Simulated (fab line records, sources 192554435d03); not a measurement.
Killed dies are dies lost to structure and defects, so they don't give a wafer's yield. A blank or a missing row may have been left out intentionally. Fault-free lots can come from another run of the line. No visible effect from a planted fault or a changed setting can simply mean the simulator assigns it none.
A lot that was struck, set against a sound lot -- flow n5 finfet -- 16 steps out of a route of 1938
Sound: wafers L652.1, L652.2, L652.3. Struck: wafer L655.6. (L655.2 of the same lot was not struck and is left out.) The cause comes at the end.
For every step that has rows: the tool of each side, followed by ch and its chambers, followed by its first start. Under that, the readings that differ: sound wafers -- struck wafers -- difference of the means -- sigmas: that difference in standard deviations of wafers without a fault.
alike: same words and numbers on both sides, and readings whose means sit less than 2 such deviations apart. not compared: any withheld reading, any reading some wafer has no value for, any bound like >300 that may hide the same value, and any number with overlapping values for which the record gives no deviation.
Wherever a step has rows on one side only, a row that says differs or no value, or a row with sigmas, the two part there. Numbers that have no deviation but don't overlap get no sigmas and don't part them. A reading that every wafer of one side lacks parts them only if that side has two wafers or more.

N5_GATE_CUT_CD_MEAS_13 targets a cd of 20 nm.
  sound on cd sem-03 ch 0, day 6 18:34; struck on cd sem-03 ch 0, day 7 09:29
  alike: cd nm
N5_GATE_CUT_OVL_MEAS_14:
  sound on overlay-02 ch 0, day 6 18:36; struck on overlay-02 ch 0, day 7 09:32
  alike: GATE_CUT_OVL
N5_GATE_CUT_INSPECT_15: inspects for defects (brightfield).
  struck on defect inspect-01, day 7 09:35; sound on defect inspect-01, day 6 18:40
  alike: raw defect count
then, 1 step without rows for these wafers: N5_GATE_CUT_DESCUM_18 (chemistry O2, time 7 s).
N5_GATE_CUT_ETCH_28: etches underlayer in N2/H2, target depth 13 nm, time 10.4 s.
  sound on rie diel-04 ch 1,2,3, day 6 18:44; struck on rie diel-04 ch 0, day 7 09:52
reading,sound,struck,difference,sigmas
showerhead plenum p Torr (Torr),2.53 2.70 2.63,2.41,-0.21,-2
  alike: drypump motor current A, etch rf on time s, oes product au, rf vpp V, throttle valve pct
  not compared: rf hours counter h
then, 1 step without rows for these wafers: N5_GATE_CUT_ETCH_36 (etches SiARC in CF4, target depth 13 nm, time 21.7 s).
N5_GATE_CUT_ETCH_37: etches SOC in N2/H2, target depth 60 nm, overetch 12 nm, time 90 s.
  sound on rie diel-04 ch 1,2,3, day 6 18:46; struck on rie diel-04 ch 0, day 7 09:55
reading,sound,struck,difference,sigmas
showerhead plenum p Torr (Torr),2.53 2.70 2.63,2.41,-0.21,-2
  alike: drypump motor current A, oes product au, rf vpp V, throttle valve pct
  not compared: rf hours counter h
then, 2 steps without rows for these wafers: N5_GATE_CUT_STRIP_38 (strips in N2/H2); N5_GATE_CUT_STRIP_39 (strips in N2/H2).
N5_GATE_CUT_HM_OPEN_40: chemistry C4F6/O2, target SiO2, target depth 139 nm, time 85.1 s.
  sound on rie diel-04 ch 1,2,3, day 6 18:52; struck on rie diel-04 ch 0, day 7 09:59
reading,sound,struck,difference,sigmas
showerhead plenum p Torr (Torr),2.86 3.03 2.95,2.72,-0.23,-2
  alike: drypump motor current A, etch rf on time s, oes product au, rf vpp V, throttle valve pct
  not compared: rf hours counter h
N5_GATE_CUT_STRIP_41: strips in CF4.
  sound on rie diel-04 ch 1,2,3, day 6 18:55; struck on rie diel-04 ch 0, day 7 10:03
reading,sound,struck,difference,sigmas
rf vpp V (V),271.6 273.9 272.0,268.1,-4.4,-3
showerhead plenum p Torr (Torr),1.79 1.90 1.83,1.69,-0.15,-3
  alike: drypump motor current A, oes product au, throttle valve pct
  not compared: rf hours counter h
N5_GATE_CUT_STRIP_42: strips in O2.
  sound on rie diel-04 ch 1,2,3, day 6 18:56; struck on rie diel-04 ch 0, day 7 10:04
reading,sound,struck,difference,sigmas
rf vpp V (V),4.8 4.3 4.9,3.2,-1.5,-3
showerhead plenum p Torr (Torr),2.07 2.24 2.17,1.98,-0.18,-2
  alike: drypump motor current A, oes product au, throttle valve pct
  not compared: rf hours counter h
N5_GATE_CUT_ETCH_19: etches SiNx in CH3F/O2, target depth 53.7 nm, time 76.7 s.
  sound on rie diel-04 ch 1,2,3, day 6 18:59; struck on rie diel-04 ch 0, day 7 10:07
reading,sound,struck,difference,sigmas
etch rf on time s (s),76.0 77.9 77.2,102.6,+25.6,+21
oes product au (a.u.),0.64 0.75 0.58,0.52,-0.14,-2
showerhead plenum p Torr (Torr),2.01 2.14 2.07,1.91,-0.16,-2
  alike: drypump motor current A, rf vpp V, throttle valve pct
  not compared: rf hours counter h
then, 1 step without rows for these wafers: N5_GATE_CUT_CUT_ETCH_53 (etches W in SF6/Cl2, target depth 79.2 nm).
-- record jumps: 4 days separate the struck wafers' starts on either side; left off in module GATE_CUT, taken up again in module BEOL_M4, whose first shown step is the route's number 1111 --
N5_BEOL_M4_RC_MEAS_101:
  sound on prober-01 ch 0, day 11 02:23; struck on prober-01 ch 0, day 11 08:14
reading,sound,struck,difference,sigmas
DIBL_P (mV/V),38.4 38.1 40.7,33.7,-5.4,-2
IOFF_N (nA/um),0.20 0.19 0.24,0.13,-0.08,-2
IOFF_P (nA/um),0.22 0.24 0.26,0.16,-0.08,-2
ION_N (uA/um),697 697 690,668,-27,-2
SS_N (mV/dec),72.0 71.1 73.6,70.9,-1.3,-2
VT_N (mV),246 244 244,254,+9,+2
VT_P (mV),-251.0 -249.5 -248.0,-255.8,-6.3,-2
  alike: DIBL_N, ION_P, SS_P
N5_PASSIVATION_PROBE_49:
  sound wafers here have rows in the record (prober-02, day 15 11:01); struck ones have none

== WHERE THEY PART ==
First at N5_GATE_CUT_ETCH_28; last, within this record, at N5_PASSIVATION_PROBE_49.

WHY: what the simulator had put in
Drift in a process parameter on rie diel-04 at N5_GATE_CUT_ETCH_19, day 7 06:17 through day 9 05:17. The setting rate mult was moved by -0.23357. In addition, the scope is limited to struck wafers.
